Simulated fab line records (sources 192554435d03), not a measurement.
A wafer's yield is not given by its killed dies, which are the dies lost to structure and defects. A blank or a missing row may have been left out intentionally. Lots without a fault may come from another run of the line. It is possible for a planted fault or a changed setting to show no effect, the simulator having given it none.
Chamber matching    flow n5_finfet    N5_BEOL_M4_CO_CAP_55 on cvd_co-02 has 3 sister chambers
The step material Co, precursor CCTBA/H2, target thk 2 nm, time 102.1 s. 6 wafers are shown with their chamber, then 12 later ones without.

## WAFERS, EACH WITH ITS CHAMBER
wafer   chamber  heater_power_w (W)
L085.1  0        240
L085.4  2        204
L085.5  1        215
L093.4  2        208
L093.5  0        241
L093.6  1        219

## WAFERS MISSING THEIR CHAMBER
wafer   heater_power_w (W)
L094.2  215
L094.3  208
L094.4  241
L095.1  220
L095.4  242
L095.5  203
L097.1  239
L097.3  205
L097.5  222
L096.1  218
L096.2  207
L096.6  243

## THE CHAMBER EACH PASSED THROUGH
wafer   from the rows above  in truth
L094.2  1                    1
L094.3  2                    2
L094.4  0                    0
L095.1  1                    1
L095.4  0                    0
L095.5  2                    2
L097.1  0                    0
L097.3  2                    2
L097.5  1                    1
L096.1  1                    1
L096.2  2                    2
L096.6  0                    0
Placed correctly: 12 of 12. Number that these rows cannot place: 0. Wrongly placed: 0.
How it was worked out, from the rows above alone: a wafer's distance from a chamber is the root of the sum, over the readings, of the square of ((its reading less the chamber's mean) divided by the reading's scatter). If the next closest chamber is less than 2 further off than the closest, the wafer can't be placed; otherwise it belongs to the closest. For every chamber, the mean is computed from those of its wafers that are shown. The scatter is the square root of a quotient: the sum, over the shown wafers, of each reading's squared deviation from its chamber's mean, divided by wafers minus chambers.
